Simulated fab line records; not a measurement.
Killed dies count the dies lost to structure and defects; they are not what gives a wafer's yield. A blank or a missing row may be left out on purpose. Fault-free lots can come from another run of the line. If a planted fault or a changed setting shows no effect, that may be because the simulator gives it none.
Chamber matching ; flow n5 finfet ; pecvd-01 running N5_BEOL_M12_DEP_53: 3 sister chambers
The step deposits SiCN from 3MS/NH3, target thk 30 nm, time 10.5 s. 14 wafers are shown with their chamber, then 7 later ones without.

== WAFERS PAIRED WITH THEIR CHAMBERS ==
wafer;chamber;throttle valve pct (%);showerhead plenum p Torr (Torr);rf fwd power W (W)
L075.2;2;17.2;4.130;663
L075.4;0;17.4;4.159;660
L075.6;2;17.0;4.130;662
L077.1;2;17.1;4.136;664
L077.2;1;18.5;4.135;668
L077.5;2;17.1;4.139;661
L088.3;0;16.3;4.177;665
L088.5;1;18.8;4.141;668
L088.6;0;16.3;4.163;666
L089.2;1;18.6;4.141;670
L089.4;0;16.4;4.173;665
L089.5;1;18.6;4.126;669
L097.1;1;18.7;4.135;670
L097.2;0;16.1;4.167;666

SIGNATURES (averages over the wafers above)
reading;chamber 0;chamber 1;chamber 2;scatter within a chamber
throttle valve pct;16.500;18.640;17.100;0.321
showerhead plenum p Torr;4.16780;4.13560;4.13375;0.00621
rf fwd power W;664.40;669.00;662.50;1.76
Rule: a wafer lies at a distance from a chamber equal to the root of the sum of squares, over the readings, of (its reading less the chamber's mean, divided by the reading's scatter). If the next closest chamber is less than 2 further off than the closest, the wafer can't be placed; otherwise it belongs to the closest. How the scatter is found: for the shown wafers, subtract from each reading the mean of its chamber, square and add these, divide the total by (wafers less chambers), then take the root.

== WAFERS MISSING THEIR CHAMBER ==
wafer;throttle valve pct (%);showerhead plenum p Torr (Torr);rf fwd power W (W)
L097.6;17.5;4.128;664
L079.1;18.6;4.148;668
L079.2;16.2;4.176;665
L079.6;16.5;4.170;664
L094.1;16.5;4.165;664
L094.2;17.6;4.129;664
L094.6;18.7;4.145;672

== WHICH CHAMBER EACH ONE RAN IN ==
wafer;from the rows above;in truth
L097.6;2;2
L079.1;1;1
L079.2;0;0
L079.6;0;0
L094.1;0;0
L094.2;2;2
L094.6;1;1
7 of 7 placed correctly. Not placeable from these rows: 0. Wrongly placed: 0.
